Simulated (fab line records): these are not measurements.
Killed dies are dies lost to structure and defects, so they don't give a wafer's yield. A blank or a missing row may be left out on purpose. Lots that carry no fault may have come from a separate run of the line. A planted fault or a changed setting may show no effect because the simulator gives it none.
A lot that was struck, set against a sound lot | flow n5_finfet | 15 out of 1938 route steps
Sound: the wafers L630.1, L630.2, L630.4. The struck wafers were L631.1, L631.5, L631.6. The cause is given at the end.
Order at every step that has rows: each side's tool, ch and its chambers, its first start. Under that, the readings that differ: sound wafers | struck wafers | difference of the means | sigmas: that difference in standard deviations of wafers without a fault.
alike: readings whose means differ by less than 2 such deviations, and words and numbers that are the same on both sides. not compared: withheld readings, readings that some wafer has no value for, bounds like >300 that may hide the same value, and numbers for which the record gives no deviation and whose values overlap.
A row with sigmas, a row that says differs or no value, or rows on one side alone: a step with any of these is where the two part. When numbers do not overlap yet have no deviation, they are printed without sigmas and do not part them. Lack of a reading on every wafer of one side parts them only where that side has two or more wafers.

N5_PMOS_HMC_CHANNEL_EPI_HM_DEP_34: deposits SiO2 from TEOS/O2, target thk 36 nm, time 6.9 s.
  sound on pecvd-03 ch 0,2, day 2 04:44; struck on pecvd-01 ch 0,1, day 2 10:49
  alike: heater_power_w, showerhead_plenum_p_Torr, throttle_valve_pct
then, 7 steps without rows for these wafers: N5_PMOS_HMC_CHANNEL_EPI_COAT_31 (time 60 s, resist thk 66 nm); N5_PMOS_HMC_CHANNEL_EPI_COAT_03 (resist thk 205 nm); N5_PMOS_HMC_CHANNEL_EPI_EBR_05; N5_PMOS_HMC_CHANNEL_EPI_SOFTBAKE_04 (time 60 s); N5_PMOS_HMC_CHANNEL_EPI_EXPOSE_06 (exposes mask PMOS HMC BLK, target cd 240 nm); N5_PMOS_HMC_CHANNEL_EPI_PEB_07 (peb time 60 s); N5_PMOS_HMC_CHANNEL_EPI_DEVELOP_08 (develop time 30 s).
N5_PMOS_HMC_CHANNEL_EPI_CD_MEAS_09: the cd target is 237.4 nm.
  sound on cd_sem-02 ch 0, day 2 05:01; struck on cd_sem-03 ch 0, day 2 11:06
  alike: cd_nm
N5_PMOS_HMC_CHANNEL_EPI_OVL_MEAS_10:
  sound on overlay-01 ch 0, day 2 05:03; struck on overlay-02 ch 0, day 2 11:08
  alike: PMOS_HMC_BLK_OVL
N5_PMOS_HMC_CHANNEL_EPI_INSPECT_11: inspects for defects (macro).
  struck on defect_inspect-01, day 2 11:09; sound on defect_inspect-02, day 2 05:04
  alike: raw_defect_count
N5_PMOS_HMC_CHANNEL_EPI_DESCUM_14: chemistry O2, time 7.9 s.
  sound on rie_diel-06 ch 0,2,3, day 2 05:29; struck on rie_diel-06 ch 0,1, day 2 11:11
  alike: drypump_motor_current_A, o2_flow_sccm, oes_product_au, rf_vpp_V, showerhead_plenum_p_Torr, throttle_valve_pct
  not compared: rf_hours_counter_h
N5_PMOS_HMC_CHANNEL_EPI_ETCH_32: etches BARC in N2/H2, stops on SiO2, target depth 85.8 nm, time 50.3 s.
  sound on rie_diel-06 ch 0,2,3, day 2 05:31; struck on rie_diel-06 ch 0,1, day 2 11:13
  reading                                                         | sound             | struck            | difference | sigmas
  bias_w (W)                                                      | 150.1 149.5 150.6 | 241.9 242.0 241.3 | +91.7      | +99 or more
  rf_vpp_V (V)                                                    | 525.8 518.5 524.3 | 705.0 709.0 705.4 | +183.6     | +83
  model.CAR-ArF-block_of_PMOS_HMC_CHANNEL_EPI_COAT_03.thk_nm (nm) | 129.9 137.2 138   | 119.2 117.2 120.8 | -16.0      |
  alike: drypump_motor_current_A, oes_product_au, showerhead_plenum_p_Torr, throttle_valve_pct
  not compared: rf_hours_counter_h
N5_PMOS_HMC_CHANNEL_EPI_HM_OPEN_15: chemistry CHF3/O2, target SiO2, target depth 40.6 nm, time 20.3 s.
  sound on rie_diel-06 ch 0,2,3, day 2 05:34; struck on rie_diel-06 ch 0,1, day 2 11:16
  reading                                                         | sound            | struck            | difference | sigmas
  model.CAR-ArF-block_of_PMOS_HMC_CHANNEL_EPI_COAT_03.thk_nm (nm) | 87.05 97.3 98.85 | 78.85 74.63 80.38 | -16.45     |
  alike: drypump_motor_current_A, oes_product_au, rf_vpp_V, showerhead_plenum_p_Torr, throttle_valve_pct
  not compared: rf_hours_counter_h
N5_PMOS_HMC_CHANNEL_EPI_STRIP_33: strips in N2/H2.
  sound on rie_diel-06 ch 0,2,3, day 2 05:37; struck on rie_diel-06 ch 0,1, day 2 11:19
  alike: drypump_motor_current_A, oes_product_au, power_w, rf_vpp_V, showerhead_plenum_p_Torr, throttle_valve_pct
  not compared: rf_hours_counter_h

WHERE THEY PART
Only at N5_PMOS_HMC_CHANNEL_EPI_ETCH_32, as far as this record shows. Later steps at which nothing parts them and some readings are alike: N5_PMOS_HMC_CHANNEL_EPI_HM_OPEN_15, N5_PMOS_HMC_CHANNEL_EPI_STRIP_33.

WHY: what had been put in by the simulator
Process parameters drifting: rie_diel-06 at N5_PMOS_HMC_CHANNEL_EPI_ETCH_32, beginning at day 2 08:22. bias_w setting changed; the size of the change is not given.
